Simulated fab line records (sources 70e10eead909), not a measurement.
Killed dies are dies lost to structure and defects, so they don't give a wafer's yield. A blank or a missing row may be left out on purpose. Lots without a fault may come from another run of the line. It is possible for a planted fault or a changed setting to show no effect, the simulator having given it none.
Matching of chambers -- flow nand-harc -- NHARC_P_STI_DESCUM_14 on rie-diel-13: 4 sister chambers
The step chemistry O2, time 3 s. 16 wafers are shown with their chamber, then 8 later ones without.

## WAFERS, EACH WITH ITS CHAMBER
wafer,chamber,drypump-motor-current-A (A),throttle-valve-pct (%),oes-product-au (a.u.)
L801.1,2,5.6,11.301,1.024
L801.3,1,5.5,11.321,1.016
L801.4,0,4.7,11.312,1.021
L804.3,3,5.9,11.317,0.998
L804.4,0,4.7,11.304,1.016
L804.6,1,5.5,11.316,1.013
L806.2,3,5.9,11.307,1.011
L806.5,0,4.7,11.321,1.025
L806.6,1,5.5,11.310,1.017
L808.1,2,5.6,11.294,1.019
L808.3,0,4.7,11.302,1.013
L808.5,3,5.9,11.326,1.019
L809.2,2,5.5,11.307,1.032
L809.3,0,4.7,11.297,1.015
L809.6,2,5.5,11.311,1.017
L810.3,1,5.5,11.318,1.026

SIGNATURES (averages over the wafers above)
reading,chamber 0,chamber 1,chamber 2,chamber 3,scatter within a chamber
drypump-motor-current-A,4.700,5.500,5.550,5.900,0.0289
throttle-valve-pct,11.30720,11.31625,11.30325,11.31667,0.00798
oes-product-au,1.01800,1.01800,1.02300,1.00933,0.00676
Rule: distance of a wafer from a chamber = root of the sum over the readings of ((wafer's reading minus chamber's mean) / reading's scatter) squared. If the next closest chamber is less than 2 further off than the closest, the wafer can't be placed; otherwise it belongs to the closest. The scatter is the square root of a quotient: the sum, over the shown wafers, of each reading's squared deviation from its chamber's mean, divided by wafers minus chambers.

## WAFERS WITH NO CHAMBER GIVEN
wafer,drypump-motor-current-A (A),throttle-valve-pct (%),oes-product-au (a.u.)
L810.4,5.6,11.309,1.026
L810.6,4.7,11.295,1.008
L813.3,5.4,11.304,1.009
L813.5,5.5,11.308,1.001
L813.6,4.7,11.311,1.011
L822.2,5.9,11.293,1.024
L822.5,4.7,11.311,0.997
L822.6,5.9,11.296,1.028

## THE CHAMBER EACH PASSED THROUGH
wafer,from the rows above,in truth
L810.4,can't be placed: 2 or 1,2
L810.6,0,0
L813.3,can't be placed: 1 or 2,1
L813.5,can't be placed: 1 or 2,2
L813.6,0,0
L822.2,3,3
L822.5,0,0
L822.6,3,3
Correct placement for 5 of the 8. Cannot be placed on the basis of these rows: 3; the candidates contain the true chamber in 3. Placed wrongly: 0.
